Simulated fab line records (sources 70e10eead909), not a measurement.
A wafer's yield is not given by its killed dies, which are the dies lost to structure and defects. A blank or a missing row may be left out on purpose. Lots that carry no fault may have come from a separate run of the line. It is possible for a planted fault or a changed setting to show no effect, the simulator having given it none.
Chamber matching	flow nandHarc	NHARC_A_BLC_ETCH_16 on rieDiel-13: 4 sister chambers
The step etches the open film in CF4, target depth 39 nm, time 65 s. 7 wafers are shown with their chamber, then 7 later ones without.

== EACH WAFER AND ITS CHAMBER ==
wafer	chamber	drypumpMotorCurrentA (A)	throttleValvePct (%)
L767.2	3	5.7	13.297
L769.1	0	6.0	13.282
L775.1	1	5.6	13.289
L775.3	2	5.8	13.282
L775.4	0	5.9	13.293
L778.1	1	5.6	13.274
L778.2	2	5.8	13.284

== WAFERS WHOSE CHAMBER IS MISSING ==
wafer	drypumpMotorCurrentA (A)	throttleValvePct (%)
L778.6	5.6	13.287
L788.4	5.6	13.298
L788.5	6.0	13.300
L788.6	5.7	13.288
L790.1	5.7	13.268
L790.2	5.8	13.265
L790.5	5.6	13.270

== THE CHAMBER EACH PASSED THROUGH ==
wafer	from the rows above	in truth
L778.6	1	1
L788.4	can't be placed: 1 or 3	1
L788.5	0	0
L788.6	can't be placed: 3 or 2 or 1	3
L790.1	can't be placed: 1 or 2 or 3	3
L790.2	2	2
L790.5	1	1
Placed correctly: 4 of 7. Not placeable from these rows: 3 (in 3, the candidates include the true chamber). Wrongly placed: 0.
How it was worked out, from the rows above alone: a wafer's distance from a chamber is the root of the sum, over the readings, of the square of ((its reading less the chamber's mean) divided by the reading's scatter). If the next closest chamber is less than 2 further off than the closest, the wafer can't be placed; otherwise it belongs to the closest. For every chamber, the mean is computed from those of its wafers that are shown. The scatter: take each reading less its chamber's mean, square it, sum over the shown wafers, divide by the number of wafers less the number of chambers, and take the root.
